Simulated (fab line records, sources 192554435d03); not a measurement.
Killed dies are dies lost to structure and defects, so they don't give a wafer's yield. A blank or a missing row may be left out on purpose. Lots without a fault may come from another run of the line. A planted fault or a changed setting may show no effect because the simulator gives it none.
Problem report in the 8D (eight disciplines) form, filled by code | flow n5_finfet | the parts of the form that need people (team, actions taken, sign-off) are left out

1. THE PROBLEM
thk_nm at N5_ILD0_THK_MEAS_13 reads a mean of 11.2 nm on 2 wafers of 1 lot; wafers without a fault read 17.7 nm with a standard deviation of 1.5. That is -4.3 standard deviations from the usual mean.
First seen on wafer L598.3, day 6 11:20, on film_metro-02. The record holds 30 wafers of 12 lots with a number at this step. Rule for "out", or "out of limits": more than 4 standard deviations from the usual mean. The other wafers with a number count as sound.

2. WHAT IT IS AND WHAT IT IS NOT
question                    | is                     | is not
which readings at this step | thk_nm                 | -
which lots                  | L598                   | L588, L589, L590, L591, L593, L603, L605, L606, L608, L610, L611
which wafers of those lots  | all that have a number | -
read on which gauges        | film_metro-02          | film_metro-01
when                        | from day 6 11:20       | up to then (11 sound wafers); but 17 sound wafers of L603, L605, L606, L608, L610, L611 came after

3. SUSPECTS, AND WHAT RULES EACH OUT
Counting: a tool at a process step up to the reading stays a suspect if it ran every lot that is out and no sound lot after the first of them.
- the gauge at N5_ILD0_THK_MEAS_13: ruled out. All the wafers that are out were read on film_metro-02, but those of them that N5_ILD0_CMP_12 has rows for are out there too, on other tools.
- rie_diel-02 at N5_SD_EPI_P_ETCH_16 (etches SiO2 in CHF3/O2, target depth 5 nm): ruled out as a lasting fault. Sound lots L603, L610 ran on it after its first lot that is out, L598 (day 6 01:15).
- ald_sin-04 at N5_ILD0_ALD_15 (deposits SiNx, target thk 24 nm, pulse time 1 s, ald cycles 480): kept. It ran the lot that is out, L598 (day 6 08:50), and no sound lot after that; its last sound lot up to then is L589 (day 3 21:08).
- cmp-03 at N5_ILD0_CMP_12 (polishes SiNx, stops on poly-Si, t overpolish 6 s, target thk 17.67 nm): ruled out as a lasting fault. Sound lots L605, L608, L610, L611 ran on it after its first lot that is out, L598 (day 6 11:02).
Left after counting: ald_sin-04 at N5_ILD0_ALD_15.

4. THE CAUSE (what the simulator had put in)
Process parameter drift: ald_sin-04, from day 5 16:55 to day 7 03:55, at N5_ILD0_ALD_15. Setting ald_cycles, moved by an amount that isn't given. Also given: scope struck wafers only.
Counting left only this tool.

5. THE CHAIN OF EFFECTS, in route order
Each row: a reading whose mean over the struck wafers that have a number lies more than 3 standard deviations from the usual. Only readings for which the record gives a usual standard deviation are gone through. hours: the time from each lot's start at the first step in this table that gives one to its start at this step, as a median over the lots. sigmas: the change in usual standard deviations.
hours | step                | reading            | usual   | on struck wafers | change | sigmas
0     | N5_ILD0_CMP_12      | time_to_endpoint_s | 28 s    | 11               | -17    | -4.2
0     | N5_ILD0_THK_MEAS_13 | thk_nm             | 17.7 nm | 11.2             | -6.4   | -4.3
The process steps in it:
- N5_ILD0_CMP_12: polishes SiNx, stops on poly-Si, t overpolish 6 s, target thk 17.67 nm.
Later measuring or inspecting steps at which every struck wafer that the step has a row for has a number for every such reading, and none has moved that far: N5_SDB_OVL_MEAS_12, N5_SDB_INSPECT_13.

6. WHAT WOULD HAVE CAUGHT IT SOONER
In this record the first reading out of limits at a measuring or inspecting step was taken at day 6 11:20, 18 hours after the fault began at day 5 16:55.
Of the tool readings at N5_ILD0_ALD_15 for which the record gives a usual standard deviation, none was out on any struck wafer, so an alarm limit of 4 standard deviations on them would not have fired.
All the lots that are out (1) had begun N5_ILD0_ALD_15 on ald_sin-04 by day 6 11:20. A hold on the tool at that time would have spared none of them.
